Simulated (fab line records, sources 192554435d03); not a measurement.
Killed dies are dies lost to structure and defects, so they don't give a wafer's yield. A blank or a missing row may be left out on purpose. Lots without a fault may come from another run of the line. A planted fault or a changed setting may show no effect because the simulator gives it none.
fab line records | flow n5_finfet
record lots=4 wafers=12 last_day=18
route steps=1938 shown BEOL_M5@1151 PASSIVATION@1936
lots that met no fault: from a run of the same line without faults
start_h: hours from the record's first day to the start of the lot's first wafer shown | wait_h: hours since the lot's step before | " the same as in the row above | L1.1+2: a row that stands for several wafers | - no value, or no start given | * or withheld: withheld | < > ~ a bound
route shown NAME@n: a module of which the file shows steps, and the number in the route of the first | usual: mean/standard deviation of fault-free wafers | same: alike in all rows | chamber/n: place in a boat | sites: the reading at each site | _std_site: their standard deviation | _edge_site: outer sites' mean less inner sites' | radius_mm: how far each site lies from the wafer's centre | mask NAME#n: copy n | behind: the tool/chamber that last shaped the wafer | hold: why the lot was held/for how many hours/how that ended | device: the transistor (n, p or np) that didn't switch | end of line: the same wafers' tests at the end of the route | a step without rows: its recipe alone | killed: dies lost to structure and defects at the first sort, not the wafer's yield | map: a wafer's dies, x killed, . not, _ none there
set.NAME: the setting as run; set.NAME@STEP: as run at that earlier step | model.NAME: the simulator's own value behind a step, which no gauge read
lots at some steps of the route; a table a step, a row a wafer
services: from which hour (start_h, from the record's first day; less than 0 if before it) a tool's chamber was out of use, for how many hours, and why
## steps
# step N5_BEOL_M5_DESCUM_33
# recipe chemistry=O2 time_s=7 source_power_w=50 bias_power_w=20 pressure_mtorr=20 rf_frequency_hz=2.712e+07 temp_c=40 resist=CAR-EUV o2_flow_sccm=225
# step N5_BEOL_M5_ETCH_75
# recipe chemistry=N2/H2 target=underlayer target_depth_a=65 mask_material=CAR-EUV time_s=5.2 ion_energy_ev=200 pressure_mtorr=30 source_w=840 bias_w=150 n2_flow_sccm=200 h2_flow_sccm=200 ends=cleared
# step N5_BEOL_M5_ETCH_67
# recipe chemistry=CF4 target=SiARC target_depth_a=156 mask_material=CAR-EUV time_s=26 ion_energy_ev=80 pressure_mtorr=40 source_w=545 bias_w=36 Ar_flow_sccm=100 cf4_flow_sccm=100 ends=cleared
# step N5_BEOL_M5_ETCH_68
# recipe chemistry=N2/H2 target=SOC target_depth_a=800 overetch_a=160 mask_material=SiARC temp_c=40 time_s=120 ion_energy_ev=200 pressure_mtorr=30 source_w=840 bias_w=150 n2_flow_sccm=200 h2_flow_sccm=200
# step N5_BEOL_M5_STRIP_69
# recipe chemistry=N2/H2 temp_c=40 n2_flow_sccm=200 h2_flow_sccm=200 rf_frequency_hz=6e+07
# step N5_BEOL_M5_STRIP_76
# recipe chemistry=N2/H2 temp_c=40 n2_flow_sccm=200 h2_flow_sccm=200 rf_frequency_hz=6e+07
# step N5_BEOL_M5_VIA_ETCH_34
# recipe chemistry=C4F6/O2 target=SiCOH_lowk target_depth_a=883 mask_material=SOC taper_deg=4 time_s=39.2 ion_energy_ev=250 pressure_mtorr=30 source_w=345 bias_w=185 Ar_flow_sccm=300 C4F6_flow_sccm=10 O2_flow_sccm=10
# step N5_BEOL_M5_STRIP_85
# recipe chemistry=C4F6/O2 resist=SiARC rf_frequency_hz=6e+07
# step N5_BEOL_M5_STRIP_36
# recipe chemistry=N2/H2 power_w=450 temp_c=40 pressure_mtorr=20 rf_frequency_hz=6e+07 overash_fraction=0.3 bias_power_w=7 h2_frac=0.5 n2_flow_sccm=200 h2_flow_sccm=200
# step N5_BEOL_M5_TRENCH_ETCH_37
# recipe chemistry=C4F6/O2 target_depth_a=716.52 target=SiCOH_lowk time_s=24.7 ion_energy_ev=250 pressure_mtorr=30 source_w=345 bias_w=185 Ar_flow_sccm=300 C4F6_flow_sccm=10 O2_flow_sccm=10
# step N5_BEOL_M5_ETCH_41
# recipe chemistry=CH3F/O2 target=SiCN target_depth_a=315 taper_deg=2 time_s=56.7 ion_energy_ev=120 mask_material=TiN pressure_mtorr=30 source_w=395 bias_w=75 Ar_flow_sccm=150 CH3F_flow_sccm=30 O2_flow_sccm=20
# step N5_BEOL_M5_STRIP_91
# recipe chemistry=N2/H2 time_s=10 power_w=450 temp_c=40 pressure_mtorr=20 rf_frequency_hz=6e+07 bias_power_w=7 n2_flow_sccm=200 h2_flow_sccm=200
# usual drypump_motor_current_A=5.76/0.29 oes_product_au=0.78/0.079 rf_vpp_V=59.1/1 showerhead_plenum_p_Torr=2.52/0.093 throttle_valve_pct=23.69/0.28
# columns lot.wafer tool chamber start_h wait_h drypump_motor_current_A oes_product_au rf_hours_counter_h rf_vpp_V showerhead_plenum_p_Torr throttle_valve_pct
L578.1 rie_diel-05 3 235.86 - 6.00 0.81 84 58.1 2.59 24.14
L578.3 " 1 " " 5.76 0.72 178 59.5 2.64 23.55
L578.6 " 1 " " 5.78 0.72 - 60.0 2.64 23.56
L589.3 rie_diel-05 3 297.69 - 5.98 0.79 100 57.9 2.58 24.16
L589.4 " 2 " " 5.33 0.71 228 58.9 2.47 23.25
L589.6 " 2 " " 5.34 0.71 - 57.0 2.47 23.27
L590.2 rie_diel-05 1 315.40 - 5.79 0.70 200 58.1 2.63 23.61
L590.4 " 3 " " 5.98 0.78 106 58.9 2.58 24.17
L590.6 " 0 " " 5.51 0.89 - 59.9 2.60 24.04
L592.1 rie_diel-03 0 323.76 - 6.43 0.82 56 57.8 2.46 23.43
L592.2 " 1 " " 5.93 0.72 186 57.7 2.54 23.80
L592.4 " 3 " " 5.71 0.72 214 57.7 2.42 23.96
# step N5_BEOL_M5_HM_STRIP_39
# recipe chemistry=peroxide_tin_strip material=TiN target_depth_a=250 temp_c=50 time_s=158
# step N5_BEOL_M5_SRD_40
# recipe time_s=30 temp_c=23 rinse_liquid=diw dry=ipa_marangoni
# step N5_BEOL_M5_PRECLEAN_42
# recipe chemistry=residue_remover time_s=60 temp_c=40
# step N5_BEOL_M5_SRD_43
# recipe time_s=30 temp_c=23 rinse_liquid=diw dry=ipa_marangoni
# step N5_BEOL_M5_CURE_80
# recipe temp_c=370 time_s=120 ambient=DMADMS/He material=SiCOH_lowk
# step N5_BEOL_M5_DEGAS_44
# recipe ambient=vacuum temp_c=250 time_s=60
# step N5_BEOL_M5_PRE_CLEAN_45
# recipe gas=H2/He time_s=30 temp_c=250
# step N5_BEOL_M5_ALD_86
# recipe material=TaN target_thk_a=* temp_c=275 ald_precursor_family=PDMAT ald_co_reactant=NH3 pressure_torr=3 carrier_flow_sccm=1500 pulse_time_s=2 purge_time_s=3 co_reactant_purge_time_s=2 co_reactant_pulse_time_s=3 ald_cycles=30 precursor_vessel_temp_c=75 precursor_vessel_pressure_torr=26.25 precursor_vessel_carrier_sccm=1000
# step N5_BEOL_M5_SURFACE_TREAT_87
# recipe gas=Ar time_s=* ion_energy_ev=* ion_current_ma_cm2=0.5 pressure_mtorr=* ar_flow_sccm=30
# step N5_BEOL_M5_CVD_47
# recipe material=Co target_thk_a=30 temp_c=withheld precursor=CCTBA/H2 pressure_torr=30 time_s=216
# step N5_BEOL_M5_SPUTTER_48
# recipe material=Cu target_thk_a=150 temp_c=-20 chamber_pressure_pa=0.07 power_w=withheld time_s=27.62
# step N5_BEOL_M5_ANNEAL_49
# recipe temp_c=400 time_s=1800 ambient=vacuum
# step N5_BEOL_M5_SPUTTER_81
# recipe material=Cu target_thk_a=150 temp_c=-20 chamber_pressure_pa=0.07 power_w=withheld time_s=27.62
# step N5_BEOL_M5_ANNEAL_82
# recipe temp_c=400 time_s=1800 ambient=vacuum
# step N5_BEOL_M5_SPUTTER_83
# recipe material=Cu target_thk_a=150 temp_c=-20 chamber_pressure_pa=0.07 power_w=withheld time_s=27.62
# step N5_BEOL_M5_ANNEAL_84
# recipe temp_c=400 time_s=1800 ambient=vacuum
# step N5_BEOL_M5_SPUTTER_88
# recipe material=Cu target_thk_a=150 temp_c=-20 chamber_pressure_pa=0.07 power_w=withheld time_s=27.62
# step N5_BEOL_M5_ANNEAL_89
# recipe temp_c=400 time_s=1800 ambient=vacuum
# step N5_BEOL_M5_SPUTTER_90
# recipe material=Cu target_thk_a=45 temp_c=-20 chamber_pressure_pa=0.07 power_w=withheld time_s=8.29
# step N5_BEOL_M5_ECD_50
# recipe material=Cu target_thk_a=3000
# step N5_BEOL_M5_ANNEAL_51
# recipe temp_c=225 time_s=90 ambient=N2
# step N5_BEOL_M5_CMP_52
# recipe stop_on=SiCOH_lowk t_overpolish_s=6.9 down_force_psi=1 platen_rpm=50 clearing_platen_down_force_psi=1.5 clearing_platen_rpm=50 post_cmp_clean=cu_alkaline target_thk_nm=62 clearing_platen_pad_velocity_m_s=0.99484 pad_velocity_m_s=0.99484
# step N5_BEOL_M5_PRE_CLEAN_77
# recipe gas=NH3/H2 time_s=15 temp_c=* rf_power_w=300
# step N5_BEOL_M5_CO_CAP_78
# recipe material=Co target_thk_a=20 temp_c=200 precursor=CCTBA/H2 pressure_torr=30 time_s=102.1
# step N5_BEOL_M5_PRE_CLEAN_55
# recipe gas=NH3 time_s=15 temp_c=withheld rf_power_w=300
# step N5_BEOL_M5_DEP_56
# recipe material=SiCN target_thk_a=80 temp_c=withheld precursor=3MS/NH3 pressure_torr=3 rf_w=202 time_s=14
# step N5_PASSIVATION_PROBE_49
# usual defect_limited_yield=91.1/1.4 killed_at_M0_to_M3=34/11 killed_at_M4_up=14/5.6 killed_at_contacts=13/5.9 killed_at_front_end=40/11 killed_at_other=4/3.1 killed_dies=105/16 killed_open=68/11 killed_short=34/8.4 sort_bin_4_leakage=0.01/0.11 sort_bin_5_function=5.2/0.86 sort_bin_6_memory=3.2/0.7 sort_bin_8_speed=0.1/1.1 sort_n_pass=1074/21 sort_yield_pct=91.0/1.8
# same gross_dies=1180 killed_at_back_side=0
# columns lot.wafer tool chamber start_h wait_h defect_limited_yield[%] killed_at_M0_to_M3 killed_at_M4_up killed_at_contacts killed_at_front_end killed_at_other killed_dies killed_open killed_short sort_bin_4_leakage[%] sort_bin_5_function[%] sort_bin_6_memory[%] sort_bin_8_speed[%] sort_n_pass sort_yield_pct[%]
L589.3 prober-02 - 412.88 0.1 79.9 48 143 22 24 0 237 76 26 0 12.5 4.3 0 943 79.9
L589.4 prober-02 - 412.93 0.2 82.5 32 140 9 25 1 207 46 29 0.34 12.3 2.9 0 969 82.1
L589.6 prober-02 - 413.03 0.3 77.4 57 148 17 43 2 267 73 57 0 13.3 6.4 0 913 77.4
L590.2 prober-02 - 429.68 1.3 78.6 27 153 24 49 0 253 74 36 0 13.3 4.7 0 927 78.6
L590.4 prober-02 - 429.78 1.4 81.0 23 141 16 43 1 224 60 30 0 11.8 4.4 0 956 81.0
L590.6 prober-02 - 429.88 1.5 85.9 12 110 5 39 0 166 46 23 0 9.1 2.7 0 1014 85.9
# killed by level:class
L589.3 BEOL_M5:unspecified=135 MOL_CONTACT_COAG:geometric_particle:open=16 BEOL_M3:geometric_particle:open=16 BEOL_M0_SAQP:geometric_particle:open=11 BEOL_M0_SAQP:geometric_particle:short=8 FIN_SAQP:geometric_particle:open=7 MOL_CONTACT_COAG:geometric_particle:short=6 BEOL_M1:geometric_particle:open=6
L589.4 BEOL_M5:unspecified=132 MOL_CONTACT_COAG:geometric_particle:open=8 BEOL_M0_SAQP:geometric_particle:open=8 BEOL_M2:geometric_particle:open=7 BEOL_M3:geometric_particle:open=5 FIN_SAQP:geometric_particle:short=4 BEOL_M2:geometric_particle:short=4 STARTING-WAFER:geometric_particle:short=4
L589.6 BEOL_M5:unspecified=136 BEOL_M0_SAQP:geometric_particle:short=21 MOL_CONTACT_COAG:geometric_particle:open=14 BEOL_M0_SAQP:geometric_particle:open=14 GATE_CUT:geometric_particle:short=8 BEOL_M3:geometric_particle:open=8 FIN_SAQP:geometric_particle:short=6 DUMMY_GATE:geometric_particle:open=5
L590.2 BEOL_M5:unspecified=138 MOL_CONTACT_COAG:geometric_particle:open=18 FIN_SAQP:geometric_particle:open=12 BEOL_M1:geometric_particle:open=8 FIN_SAQP:geometric_particle:short=6 DUMMY_GATE:geometric_particle:open=6 GATE_CUT:geometric_particle:short=6 MOL_CONTACT_COAG:geometric_particle:short=6
L590.4 BEOL_M5:unspecified=134 MOL_CONTACT_COAG:geometric_particle:open=14 FIN_SAQP:geometric_particle:open=7 BEOL_M0_SAQP:geometric_particle:short=7 BEOL_M2:geometric_particle:open=6 STI_FIN_REVEAL:geometric_particle:open=5 FIN_SAQP:geometric_particle:short=5 DUMMY_GATE:geometric_particle:open=4
L590.6 BEOL_M5:unspecified=94 FIN_SAQP:geometric_particle:open=12 FIN_SAQP:geometric_particle:short=7 BEOL_M3:geometric_particle:open=5 BEOL_M4:geometric_particle:open=5 BEOL_M4:geometric_particle:short=5 STI_FIN_REVEAL:geometric_particle:open=4 DUMMY_GATE:geometric_particle:open=4
# map L589.6 (x killed, . not)
_________________............________________
______________...........x..x.xx_____________
___________.....x...............x..__________
__________...x...........x..x......._________
________........................x..x.._______
_______x...............x..x...........x______
______..............x............x....x._____
_____x..x.....x...x............x.........____
____............x....x.x...x.........xx...___
___x.x..xx.........x..x.........x......x..x__
___...x.........x......................x.x.__
__...x.....x.x..x..........xx...x.......x..._
__...x.............x.....x.......x.x......x._
_.....x...x......x.........x.................
_...x...x......x....x...x.....x..xxx.........
_.x.............x..........x.x.x.xxx.x..x..x.
_....x..x...........xxx......x.xxxxxx.xxx....
_.........x.x.x.....x...x.x.xxxxxxxxxxxxx..x.
_........x........xx...x...xxxxxxxxxxxxxx.x..
_.....................xx..xx.xxxxxxxxxxxx....
_..x......x................xxxxxxxxxxxxxxx...
__......x......x..........xxxxxxxxxxxxxxxx.._
__..x.......x................xxxxxxxxxxxx.x._
___.........x..x..........xx.xxxxxxxxxx....__
___.....x.x..x...............xxxxxxxxxxxx..__
____xxx....xx.........x......x.x.xxxxx....___
_____.x.....xx...........x............x.x____
______......x...........x..x..x........._____
_______.x......x..xx..xx.....x.........______
________......x............x.........x_______
__________..x.............x.......x._________
___________...................x....__________
______________...x.............._____________
_________________............________________
# map L590.2 (x killed, . not)
_________________..........xx________________
______________....x..........x.._____________
___________...x.....x........x.....__________
__________.............x............_________
________....................x...x....._______
_______..............x.................______
______..........x..x.......x............_____
_____..........x.....x...x...............____
____.xx.....x.....xx................x...x.___
___.x..x.x....x............x...............__
___...................x...............x....__
__.................x...x.x........x..xx..x.._
__.....xx........x.xxxxx.x....x..x.........._
_..............x.x...xxxxxx.x......x..x.....x
_..........x....x..xxxxxxxxxxx.....x......x..
_x.........x...xxxxxxxxxxxxxx.x..xx........x.
_...x..........xxxxxxxxxxxxxxx.x.x.x..x....x.
_.........x..x....xxxxxxxxxxxx.........xx....
_.................xxxxxxxxxxxxxx......x.....x
_.............x.xxxxxxxxxxxxxxxxx.x.........x
_.x.x..........xx.xxxxxxxxxxxx...x...........
__....xx.....xx...xxxxxxxxxxx..........x...._
__xx..........x..x..x.xxxxx.x..x.........x.._
___.......x.......x.x..x..xx..x............__
___.................x.x.xx.x.....x.........__
____..........x..................x........___
_____x...x...x.........................x.____
______......x..........x..............x._____
_______......x....xx.............x...x.______
________.....x........................_______
__________x......xx..x......x......._________
___________......................x.__________
______________.x...............x_____________
_________________.......xx...________________
## services
# columns tool chamber start_h hours kind
rie_diel-05 3 228.51 2.4 repair
rie_diel-05 - 249.68 4.3 pm
rie_diel-05 - 290.91 0.9 repair
## key
first_sign step=N5_PASSIVATION_PROBE_49 reading=killed_at_M4_up direction=up sigmas=22 usual=14 struck=139
effect step=N5_PASSIVATION_PROBE_49 reading=defect_limited_yield direction=down sigmas=7.4 usual=91.1 struck=80.9
more_kills_born_at N5_BEOL_M5_STRIP_91@rie_diel-05=769
met_at N5_BEOL_M5_STRIP_91
struck_wafers L589.3,L589.4,L589.6,L590.2,L590.4,L590.6
onset_between 235.86 297.69
fault kind=chamber_particle_source tool=rie_diel-05 chamber=- onset_h=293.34 steps=N5_BEOL_M5_STRIP_91 rate_per_visit_cm2=1.1615 end_h=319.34
